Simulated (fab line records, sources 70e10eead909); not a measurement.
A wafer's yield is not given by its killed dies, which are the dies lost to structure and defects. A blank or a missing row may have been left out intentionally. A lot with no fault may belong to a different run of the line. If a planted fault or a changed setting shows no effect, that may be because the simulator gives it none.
What tool caused it? || flow nand-harc || 33 wafers from 11 lots sampled at 5 of the route's 1159 steps

WHAT EACH GAUGE READ, for each wafer
NHARC_END_SORT_01.
{"lot": "L625", "measured": "day 19 06:15", "on": "prober-02", "killed-at-array": "30 19 24", "killed-at-other": "2 1 1", "killed-at-periphery": "1 1 1", "killed-dies": "33 21 26", "killed-open": "4 4 3", "killed-short": "2 0 4"}
{"lot": "L628", "measured": "day 19 23:21", "on": "prober-01", "killed-at-array": "25 19 23", "killed-at-other": "2 0 0", "killed-at-periphery": "1 2 0", "killed-dies": "28 21 23", "killed-open": "4 5 2", "killed-short": "1 2 2"}
{"lot": "L627", "measured": "day 19 19:38", "on": "prober-02", "killed-at-array": "27 23 17", "killed-at-other": "1 2 1", "killed-at-periphery": "5 4 7", "killed-dies": "33 29 25", "killed-open": "4 1 6", "killed-short": "1 2 2"}
{"lot": "L629", "measured": "day 20 14:37", "on": "prober-01", "killed-at-array": "35 34 32", "killed-at-other": "1 1 1", "killed-at-periphery": "2 1 3", "killed-dies": "38 36 36", "killed-open": "3 0 1", "killed-short": "4 0 4"}
{"lot": "L630", "measured": "day 21 04:48", "on": "prober-01", "killed-at-array": "31 38 30", "killed-at-other": "1 1 3", "killed-at-periphery": "5 5 4", "killed-dies": "37 44 37", "killed-open": "1 0 3", "killed-short": "2 1 4"}
{"lot": "L631", "measured": "day 21 07:18", "on": "prober-02", "killed-at-array": "12 12 17", "killed-at-other": "2 6 0", "killed-at-periphery": "1 4 3", "killed-dies": "15 22 20", "killed-open": "0 4 8", "killed-short": "3 2 3"}
{"lot": "L637", "measured": "day 22 07:37", "on": "prober-01", "killed-at-array": "45 45 35", "killed-at-other": "0 0 0", "killed-at-periphery": "6 2 1", "killed-dies": "51 47 36", "killed-open": "4 2 7", "killed-short": "1 3 1"}
{"lot": "L639", "measured": "day 22 17:02", "on": "prober-02", "killed-at-array": "42 40 48", "killed-at-other": "0 0 0", "killed-at-periphery": "3 4 4", "killed-dies": "45 44 52", "killed-open": "1 5 5", "killed-short": "1 3 4"}
{"lot": "L647", "measured": "day 25 03:11", "on": "prober-02", "killed-at-array": "32 51 47", "killed-at-other": "0 0 0", "killed-at-periphery": "5 6 6", "killed-dies": "37 57 53", "killed-open": "0 3 2", "killed-short": "1 5 1"}
{"lot": "L645", "measured": "day 24 20:20", "on": "prober-01", "killed-at-array": "18 29 28", "killed-at-other": "0 0 0", "killed-at-periphery": "1 3 4", "killed-dies": "19 32 32", "killed-open": "3 2 6", "killed-short": "0 2 2"}
{"lot": "L646", "measured": "day 25 03:21", "on": "prober-01", "killed-at-array": "33 39 28", "killed-at-other": "1 1 1", "killed-at-periphery": "3 1 2", "killed-dies": "37 41 31", "killed-open": "5 5 2", "killed-short": "4 0 4"}

TOOL THAT RAN EACH LOT (tool first, then ch and the chambers of the sampled wafers, then the start)
{"lot": "L625", "NHARC_A_CONTACT_ETCH_31": "rie-diel-12 ch 0,3, day 17 07:15 or earlier", "NHARC_A_CONTACT_ETCH_135": "har-cap-etch-02 ch 0,1, day 17 07:15", "NHARC_A_CONTACT_ETCH_136": "har-cap-etch-02 ch 0,1, day 17 07:23", "NHARC_A_CONTACT_ETCH_110": "rie-diel-02 ch 0,1,3, day 17 08:39"}
{"lot": "L628", "NHARC_A_CONTACT_ETCH_31": "rie-diel-12 ch 0,1,3, day 17 12:34 or earlier", "NHARC_A_CONTACT_ETCH_135": "har-cap-etch-02 ch 0,1, day 17 12:34", "NHARC_A_CONTACT_ETCH_136": "har-cap-etch-02 ch 0,1, day 17 12:41", "NHARC_A_CONTACT_ETCH_110": "rie-diel-02 ch 0,1, day 17 13:56"}
{"lot": "L627", "NHARC_A_CONTACT_ETCH_31": "rie-diel-12 ch 2,3, day 17 15:17 or earlier", "NHARC_A_CONTACT_ETCH_135": "har-cap-etch-03 ch 0,1, day 17 15:17", "NHARC_A_CONTACT_ETCH_136": "har-cap-etch-03 ch 0,1, day 17 15:25", "NHARC_A_CONTACT_ETCH_110": "rie-diel-02 ch 1,2,3, day 17 16:40"}
{"lot": "L629", "NHARC_A_CONTACT_ETCH_31": "rie-diel-12 ch 0,1,2, day 18 12:32 or earlier", "NHARC_A_CONTACT_ETCH_135": "har-cap-etch-02 ch 0,1, day 18 12:32", "NHARC_A_CONTACT_ETCH_136": "har-cap-etch-02 ch 0,1, day 18 12:40", "NHARC_A_CONTACT_ETCH_110": "rie-diel-12 ch 0,1,2, day 18 14:20"}
{"lot": "L630", "NHARC_A_CONTACT_ETCH_31": "rie-diel-02 ch 0,1,2, day 18 21:02 or earlier", "NHARC_A_CONTACT_ETCH_135": "har-cap-etch-02 ch 0,1, day 18 21:02", "NHARC_A_CONTACT_ETCH_136": "har-cap-etch-02 ch 0,1, day 18 21:10", "NHARC_A_CONTACT_ETCH_110": "rie-diel-02 ch 0,1, day 18 22:28"}
{"lot": "L631", "NHARC_A_CONTACT_ETCH_31": "rie-diel-02 ch 0,1,3, day 19 02:08 or earlier", "NHARC_A_CONTACT_ETCH_135": "har-cap-etch-02 ch 0,1, day 19 02:08", "NHARC_A_CONTACT_ETCH_136": "har-cap-etch-02 ch 0,1, day 19 02:16", "NHARC_A_CONTACT_ETCH_110": "rie-diel-02 ch 0,3, day 19 03:29"}
{"lot": "L637", "NHARC_A_CONTACT_ETCH_31": "rie-diel-02 ch 1,2,3, day 20 00:59 or earlier", "NHARC_A_CONTACT_ETCH_135": "har-cap-etch-02 ch 0,1, day 20 00:59", "NHARC_A_CONTACT_ETCH_136": "har-cap-etch-02 ch 0,1, day 20 01:07", "NHARC_A_CONTACT_ETCH_110": "rie-diel-02 ch 2,3, day 20 02:31"}
{"lot": "L639", "NHARC_A_CONTACT_ETCH_31": "rie-diel-02 ch 0,1, day 20 06:06 or earlier", "NHARC_A_CONTACT_ETCH_135": "har-cap-etch-01 ch 0,1, day 20 06:06", "NHARC_A_CONTACT_ETCH_136": "har-cap-etch-01 ch 0,1, day 20 06:16", "NHARC_A_CONTACT_ETCH_110": "rie-diel-12 ch 0,2,3, day 20 07:35"}
{"lot": "L647", "NHARC_A_CONTACT_ETCH_31": "rie-diel-12 ch 1,3, day 22 16:59 or earlier", "NHARC_A_CONTACT_ETCH_135": "har-cap-etch-01 ch 0,1, day 22 16:59", "NHARC_A_CONTACT_ETCH_136": "har-cap-etch-01 ch 0,1, day 22 17:07", "NHARC_A_CONTACT_ETCH_110": "rie-diel-02 ch 1,3, day 22 19:09"}
{"lot": "L645", "NHARC_A_CONTACT_ETCH_31": "rie-diel-02 ch 1,2,3, day 22 21:09 or earlier", "NHARC_A_CONTACT_ETCH_135": "har-cap-etch-02 ch 0,1, day 22 21:09", "NHARC_A_CONTACT_ETCH_136": "har-cap-etch-02 ch 0,1, day 22 21:17", "NHARC_A_CONTACT_ETCH_110": "rie-diel-02 ch 0,1,2, day 22 22:44"}
{"lot": "L646", "NHARC_A_CONTACT_ETCH_31": "rie-diel-12 ch 0,2,3, day 22 21:38 or earlier", "NHARC_A_CONTACT_ETCH_135": "har-cap-etch-01 ch 0,1, day 22 21:38", "NHARC_A_CONTACT_ETCH_136": "har-cap-etch-01 ch 0,1, day 22 21:46", "NHARC_A_CONTACT_ETCH_110": "rie-diel-02 ch 0,1,3, day 22 23:34"}
- NHARC_A_CONTACT_ETCH_31: etches the open film in O2/COS, target depth 2000 nm, time 520 s.
- NHARC_A_CONTACT_ETCH_135: etches the open film in C4F8/O2/Ar, time 132 s, target depth 1287 nm.
- NHARC_A_CONTACT_ETCH_136: etches the open film in C4F8/O2/Ar, time 132 s, target depth 1287 nm.
- NHARC_A_CONTACT_ETCH_110: etches the open film in CF4/O2, target depth 50 nm, overetch 5 nm, time 27.5 s.

AS READ BY THE TOOLS THEMSELVES (means over the sampled wafers that have a number; for cases with no such wafer, the mark the record gives instead)
NHARC_A_CONTACT_ETCH_31.
{"lot": "L625", "tool": "rie-diel-12", "bias-w (W)": 299.9, "chamber-pressure-mTorr (mTorr)": 19.982, "drypump-motor-current-A (A)": 5.9, "oes-product-au (a.u.)": 0.997, "rf-vpp-V (V)": 315.8, "showerhead-plenum-p-Torr (Torr)": 3.18, "throttle-valve-pct (%)": 28.333}
{"lot": "L628", "tool": "rie-diel-12", "bias-w (W)": 300.3, "chamber-pressure-mTorr (mTorr)": 19.996, "drypump-motor-current-A (A)": 5.6, "oes-product-au (a.u.)": 1.006, "rf-vpp-V (V)": 313.6, "showerhead-plenum-p-Torr (Torr)": 3.09, "throttle-valve-pct (%)": 28.324}
{"lot": "L627", "tool": "rie-diel-12", "bias-w (W)": 299.7, "chamber-pressure-mTorr (mTorr)": 19.993, "drypump-motor-current-A (A)": 5.8, "oes-product-au (a.u.)": 1.005, "rf-vpp-V (V)": 313.7, "showerhead-plenum-p-Torr (Torr)": 3.14, "throttle-valve-pct (%)": 28.330}
{"lot": "L629", "tool": "rie-diel-12", "bias-w (W)": 299.3, "chamber-pressure-mTorr (mTorr)": 19.999, "drypump-motor-current-A (A)": 5.5, "oes-product-au (a.u.)": 1.001, "rf-vpp-V (V)": 313.1, "showerhead-plenum-p-Torr (Torr)": 3.05, "throttle-valve-pct (%)": 28.323}
{"lot": "L630", "tool": "rie-diel-02", "bias-w (W)": 299.5, "chamber-pressure-mTorr (mTorr)": 20.019, "drypump-motor-current-A (A)": 5.6, "oes-product-au (a.u.)": 0.992, "rf-vpp-V (V)": 313.9, "showerhead-plenum-p-Torr (Torr)": 3.13, "throttle-valve-pct (%)": 28.326}
{"lot": "L631", "tool": "rie-diel-02", "bias-w (W)": 300.1, "chamber-pressure-mTorr (mTorr)": 20.002, "drypump-motor-current-A (A)": 5.7, "oes-product-au (a.u.)": 0.991, "rf-vpp-V (V)": 315.4, "showerhead-plenum-p-Torr (Torr)": 3.23, "throttle-valve-pct (%)": 28.329}
{"lot": "L637", "tool": "rie-diel-02", "bias-w (W)": 300.8, "chamber-pressure-mTorr (mTorr)": 19.994, "drypump-motor-current-A (A)": 5.4, "oes-product-au (a.u.)": 0.998, "rf-vpp-V (V)": 314.1, "showerhead-plenum-p-Torr (Torr)": 3.11, "throttle-valve-pct (%)": 28.324}
{"lot": "L639", "tool": "rie-diel-02", "bias-w (W)": 300.3, "chamber-pressure-mTorr (mTorr)": 20.006, "drypump-motor-current-A (A)": 5.4, "oes-product-au (a.u.)": 0.993, "rf-vpp-V (V)": 315.4, "showerhead-plenum-p-Torr (Torr)": 3.21, "throttle-valve-pct (%)": 28.332}
{"lot": "L647", "tool": "rie-diel-12", "bias-w (W)": 300.8, "chamber-pressure-mTorr (mTorr)": 20.015, "drypump-motor-current-A (A)": 5.3, "oes-product-au (a.u.)": 0.985, "rf-vpp-V (V)": 312.1, "showerhead-plenum-p-Torr (Torr)": 3.02, "throttle-valve-pct (%)": 28.327}
{"lot": "L645", "tool": "rie-diel-02", "bias-w (W)": 300.9, "chamber-pressure-mTorr (mTorr)": 19.981, "drypump-motor-current-A (A)": 5.4, "oes-product-au (a.u.)": 0.993, "rf-vpp-V (V)": 313.5, "showerhead-plenum-p-Torr (Torr)": 3.10, "throttle-valve-pct (%)": 28.332}
{"lot": "L646", "tool": "rie-diel-12", "bias-w (W)": 300.4, "chamber-pressure-mTorr (mTorr)": 20.000, "drypump-motor-current-A (A)": 5.9, "oes-product-au (a.u.)": 0.999, "rf-vpp-V (V)": 314.4, "showerhead-plenum-p-Torr (Torr)": 3.11, "throttle-valve-pct (%)": 28.335}

NHARC_A_CONTACT_ETCH_135.
{"lot": "L625", "tool": "har-cap-etch-02", "chamber-pressure-mTorr (mTorr)": 19.993, "oes-air-line-au (a.u.)": 0.999}
{"lot": "L628", "tool": "har-cap-etch-02", "chamber-pressure-mTorr (mTorr)": 19.998, "oes-air-line-au (a.u.)": 1.003}
{"lot": "L627", "tool": "har-cap-etch-03", "chamber-pressure-mTorr (mTorr)": 20.011, "oes-air-line-au (a.u.)": 1.033}
{"lot": "L629", "tool": "har-cap-etch-02", "chamber-pressure-mTorr (mTorr)": 20.006, "oes-air-line-au (a.u.)": 0.997}
{"lot": "L630", "tool": "har-cap-etch-02", "chamber-pressure-mTorr (mTorr)": 19.995, "oes-air-line-au (a.u.)": 1.002}
{"lot": "L631", "tool": "har-cap-etch-02", "chamber-pressure-mTorr (mTorr)": 20.009, "oes-air-line-au (a.u.)": 1.004}
{"lot": "L637", "tool": "har-cap-etch-02", "chamber-pressure-mTorr (mTorr)": 19.990, "oes-air-line-au (a.u.)": 0.999}
{"lot": "L639", "tool": "har-cap-etch-01", "chamber-pressure-mTorr (mTorr)": 19.991, "oes-air-line-au (a.u.)": 1.013}
{"lot": "L647", "tool": "har-cap-etch-01", "chamber-pressure-mTorr (mTorr)": 19.996, "oes-air-line-au (a.u.)": 1.009}
{"lot": "L645", "tool": "har-cap-etch-02", "chamber-pressure-mTorr (mTorr)": 19.984, "oes-air-line-au (a.u.)": 0.979}
{"lot": "L646", "tool": "har-cap-etch-01", "chamber-pressure-mTorr (mTorr)": 20.002, "oes-air-line-au (a.u.)": 1.000}

NHARC_A_CONTACT_ETCH_136.
{"lot": "L625", "tool": "har-cap-etch-02", "chamber-pressure-mTorr (mTorr)": 20.003, "oes-air-line-au (a.u.)": 0.998}
{"lot": "L628", "tool": "har-cap-etch-02", "chamber-pressure-mTorr (mTorr)": 20.006, "oes-air-line-au (a.u.)": 0.985}
{"lot": "L627", "tool": "har-cap-etch-03", "chamber-pressure-mTorr (mTorr)": 19.996, "oes-air-line-au (a.u.)": 1.014}
{"lot": "L629", "tool": "har-cap-etch-02", "chamber-pressure-mTorr (mTorr)": 20.003, "oes-air-line-au (a.u.)": 0.995}
{"lot": "L630", "tool": "har-cap-etch-02", "chamber-pressure-mTorr (mTorr)": 19.976, "oes-air-line-au (a.u.)": 1.018}
{"lot": "L631", "tool": "har-cap-etch-02", "chamber-pressure-mTorr (mTorr)": 20.030, "oes-air-line-au (a.u.)": 1.006}
{"lot": "L637", "tool": "har-cap-etch-02", "chamber-pressure-mTorr (mTorr)": 20.000, "oes-air-line-au (a.u.)": 1.010}
{"lot": "L639", "tool": "har-cap-etch-01", "chamber-pressure-mTorr (mTorr)": 19.999, "oes-air-line-au (a.u.)": 0.995}
{"lot": "L647", "tool": "har-cap-etch-01", "chamber-pressure-mTorr (mTorr)": 20.007, "oes-air-line-au (a.u.)": 0.989}
{"lot": "L645", "tool": "har-cap-etch-02", "chamber-pressure-mTorr (mTorr)": 19.976, "oes-air-line-au (a.u.)": 0.999}
{"lot": "L646", "tool": "har-cap-etch-01", "chamber-pressure-mTorr (mTorr)": 19.994, "oes-air-line-au (a.u.)": 1.005}

NHARC_A_CONTACT_ETCH_110.
{"lot": "L625", "tool": "rie-diel-02", "bias-w (W)": 100.22, "cf4-flow-sccm (sccm)": 79.98, "drypump-motor-current-A (A)": 5.7, "oes_f_703_au (a.u.)": 1.000, "oes-product-au (a.u.)": 0.998, "rf-vpp-V (V)": 199.4, "showerhead-plenum-p-Torr (Torr)": 1.39, "throttle-valve-pct (%)": 13.398}
{"lot": "L628", "tool": "rie-diel-02", "bias-w (W)": 100.26, "cf4-flow-sccm (sccm)": 79.85, "drypump-motor-current-A (A)": 5.8, "oes_f_703_au (a.u.)": 0.996, "oes-product-au (a.u.)": 0.995, "rf-vpp-V (V)": 199.5, "showerhead-plenum-p-Torr (Torr)": 1.39, "throttle-valve-pct (%)": 13.393}
{"lot": "L627", "tool": "rie-diel-02", "bias-w (W)": 99.91, "cf4-flow-sccm (sccm)": 80.15, "drypump-motor-current-A (A)": 5.4, "oes_f_703_au (a.u.)": 1.003, "oes-product-au (a.u.)": 0.997, "rf-vpp-V (V)": 197.5, "showerhead-plenum-p-Torr (Torr)": 1.33, "throttle-valve-pct (%)": 13.397}
{"lot": "L629", "tool": "rie-diel-12", "bias-w (W)": 100.04, "cf4-flow-sccm (sccm)": 79.76, "drypump-motor-current-A (A)": 5.5, "oes_f_703_au (a.u.)": 1.004, "oes-product-au (a.u.)": 1.000, "rf-vpp-V (V)": 197.6, "showerhead-plenum-p-Torr (Torr)": 1.30, "throttle-valve-pct (%)": 13.402}
{"lot": "L630", "tool": "rie-diel-02", "bias-w (W)": 99.80, "cf4-flow-sccm (sccm)": 79.86, "drypump-motor-current-A (A)": 5.4, "oes_f_703_au (a.u.)": 0.999, "oes-product-au (a.u.)": 0.991, "rf-vpp-V (V)": 199.1, "showerhead-plenum-p-Torr (Torr)": 1.38, "throttle-valve-pct (%)": 13.392}
{"lot": "L631", "tool": "rie-diel-02", "bias-w (W)": 99.93, "cf4-flow-sccm (sccm)": 80.05, "drypump-motor-current-A (A)": 6.0, "oes_f_703_au (a.u.)": 1.000, "oes-product-au (a.u.)": 1.004, "rf-vpp-V (V)": 199.0, "showerhead-plenum-p-Torr (Torr)": 1.40, "throttle-valve-pct (%)": 13.395}
{"lot": "L637", "tool": "rie-diel-02", "bias-w (W)": "-", "cf4-flow-sccm (sccm)": "-", "drypump-motor-current-A (A)": "-", "oes_f_703_au (a.u.)": "-", "oes-product-au (a.u.)": "-", "rf-vpp-V (V)": "-", "showerhead-plenum-p-Torr (Torr)": "-", "throttle-valve-pct (%)": "-"}
{"lot": "L639", "tool": "rie-diel-12", "bias-w (W)": "-", "cf4-flow-sccm (sccm)": "-", "drypump-motor-current-A (A)": "-", "oes_f_703_au (a.u.)": "-", "oes-product-au (a.u.)": "-", "rf-vpp-V (V)": "-", "showerhead-plenum-p-Torr (Torr)": "-", "throttle-valve-pct (%)": "-"}
{"lot": "L647", "tool": "rie-diel-02", "bias-w (W)": 99.91, "cf4-flow-sccm (sccm)": 80.01, "drypump-motor-current-A (A)": 5.5, "oes_f_703_au (a.u.)": 0.997, "oes-product-au (a.u.)": 0.995, "rf-vpp-V (V)": 198.2, "showerhead-plenum-p-Torr (Torr)": 1.37, "throttle-valve-pct (%)": 13.399}
{"lot": "L645", "tool": "rie-diel-02", "bias-w (W)": 100.29, "cf4-flow-sccm (sccm)": 79.85, "drypump-motor-current-A (A)": 5.6, "oes_f_703_au (a.u.)": 0.997, "oes-product-au (a.u.)": 0.996, "rf-vpp-V (V)": 196.6, "showerhead-plenum-p-Torr (Torr)": 1.33, "throttle-valve-pct (%)": 13.408}
{"lot": "L646", "tool": "rie-diel-02", "bias-w (W)": 99.82, "cf4-flow-sccm (sccm)": 80.02, "drypump-motor-current-A (A)": 5.7, "oes_f_703_au (a.u.)": 1.005, "oes-product-au (a.u.)": 0.994, "rf-vpp-V (V)": 198.7, "showerhead-plenum-p-Torr (Torr)": 1.38, "throttle-valve-pct (%)": 13.390}

THE ANSWER, worked out from the rows above alone
Rule: the lots themselves supply what counts as usual. The widest of any qualifying gaps counts: lots, ordered by their means at a reading, are off when they make up no more than a third of the lots, leave a main group of 4 or more, and stand apart from it by 3 or more times the standard deviation of that group's means. If all means in a main group match to the digits the tables above print for the reading, that group is not used. A lot without any number at a reading at which 4 lots or more have one is off too. All remaining lots with rows at the step are treated as sound. Order of review: gauges by route order, followed by the tools' own readings, for which a lot's mean as printed above is used. The first step at which some lot is off is used, and at that step the reading that is off furthest; a lot without a number counts as furthest.
Off at NHARC_A_CONTACT_ETCH_110 (bias-w): L637, L639. Without a number there: L637, L639. For the main group the mean is 100.02 W and the standard deviation 0.18.
A tool fits if, at that step or a process step before it, it ran every lot that is off, and no sound lot after the first of them. NHARC_A_CONTACT_ETCH_31: start missing for some lots; hours and lot order therefore follow NHARC_A_CONTACT_ETCH_135. No candidate that was tried fits.

WHAT THE SIMULATOR PUT IN
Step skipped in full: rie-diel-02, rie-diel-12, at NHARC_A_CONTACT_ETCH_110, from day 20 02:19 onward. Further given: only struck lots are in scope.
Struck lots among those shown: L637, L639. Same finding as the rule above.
